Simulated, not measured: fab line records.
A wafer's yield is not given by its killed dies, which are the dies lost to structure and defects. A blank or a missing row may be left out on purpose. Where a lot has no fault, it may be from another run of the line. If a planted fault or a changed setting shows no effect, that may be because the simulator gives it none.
Lot-split experiment | flow n5_finfet | route with 1938 steps; 7 lots, 21 wafers read

## THE SPLIT ITSELF
At N5_BEOL_M15_SPUTTER_44 (material Ta, target thk 15 nm, time 24.19 s), the setting power_w was moved away from the recipe's 15000 W on 5 of the 21 wafers read, by -11.7% to +13.6%. For the rest of the wafers, this setting stayed at what the recipe calls for.

Reading taken at the split's own step.

## THE READING
Ta_of_BEOL_M15_SPUTTER_44.thk_nm (the simulator's own value, which no gauge read), in nm, at N5_BEOL_M15_SPUTTER_44 (material Ta, target thk 15 nm, time 24.19 s). There is no usual value for it anywhere in the file. Across the 16 wafers here that went through the recipe, the average is 15.0 nm and the standard deviation 0.17 nm.

wafer  | tool, chamber at the split | power_w as run, W | against the recipe | Ta_of_BEOL_M15_SPUTTER_44.thk_nm, nm | against lot-mates on the recipe
L075.3 | pvd_sputter-01, -          | 15000             | recipe             | 15                                   | -
L075.4 | pvd_sputter-01, -          | 15000             | recipe             | 15                                   | -
L075.5 | pvd_sputter-01, -          | 15000             | recipe             | 15                                   | -
L078.1 | pvd_sputter-02, -          | 15000             | recipe             | 14.8                                 | -
L078.2 | pvd_sputter-02, -          | 15000             | recipe             | 15.2                                 | -
L078.6 | pvd_sputter-02, -          | 16930             | +12.9%             | 16.8                                 | +1.8
L079.4 | pvd_sputter-02, -          | 15000             | recipe             | 15.2                                 | -
L079.6 | pvd_sputter-02, -          | 15000             | recipe             | 15.2                                 | -
L079.5 | pvd_sputter-02, -          | 15000             | recipe             | 15                                   | -
L090.3 | pvd_sputter-03, -          | 13250             | -11.7%             | 13.4                                 | -1.9
L090.5 | pvd_sputter-03, -          | 15000             | recipe             | 15.4                                 | -
L090.6 | pvd_sputter-03, -          | 15000             | recipe             | 15.2                                 | -
L092.1 | pvd_sputter-01, -          | 15000             | recipe             | 15                                   | -
L092.5 | pvd_sputter-01, -          | 15000             | recipe             | 15                                   | -
L092.3 | pvd_sputter-01, -          | 16860             | +12.4%             | 16.8                                 | +1.8
L091.2 | pvd_sputter-01, -          | 15000             | recipe             | 14.8                                 | -
L091.4 | pvd_sputter-01, -          | 15000             | recipe             | 14.8                                 | -
L091.6 | pvd_sputter-01, -          | 15000             | recipe             | 14.8                                 | -
L094.2 | pvd_sputter-03, -          | 15000             | recipe             | 15                                   | -
L094.3 | pvd_sputter-03, -          | 17040             | +13.6%             | 16.8                                 | +1.8
L094.5 | pvd_sputter-03, -          | 17040             | +13.6%             | 17                                   | +2.0

FIT RESULTS
A straight line over all 21 wafers: Ta_of_BEOL_M15_SPUTTER_44.thk_nm changes by +0.139 nm for each +1% of power_w; r = +0.98; the points scatter about the line by 0.16 nm.
The same after taking each lot's own level away (the mean of its wafers on the recipe; 21 wafers): +0.146 nm for each +1%; r = +0.99; scatter 0.1 nm.
According to that fit, moving power_w by its largest amount changes the reading by 2 nm.
Measured against the standard deviation above, the lots' own levels, which go from 14.80 to 15.30 nm, span 2.9 times it.
The two slopes agree, so the slope changes little with the lot-to-lot level.
Check: with one of the wafers moved furthest among these (+13.6%) left out of the fit, the line predicts +2.01 nm for it against its lot-mates. Against them it came out at +1.8 nm.

## OTHER SPLITS APPLIED TO THESE WAFERS
These wafers also went through other splits before the reading. Each is held against what the fit with the lots' levels taken away leaves over:
other split on the same wafers    | wafers away from the commonest value | r with Ta_of_BEOL_M15_SPUTTER_44.thk_nm (lot level and that fit taken away)
N5_BEOL_M10_ETCH_66 time_s        | 9                                    | +0.02
N5_BEOL_M10_TRENCH_ETCH_37 bias_w | 6                                    | -0.02
N5_BEOL_M12_DEP_53 time_s         | 6                                    | +0.27
N5_BEOL_M13_ETCH_68 time_s        | 9                                    | -0.43
N5_BEOL_M15_ILD_DEP_00 temp_c     | 6                                    | +0.13

## FILE'S OWN FIT
Ta_of_BEOL_M15_SPUTTER_44.thk_nm changes by +0.146 nm for each +1% of power_w, r = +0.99.
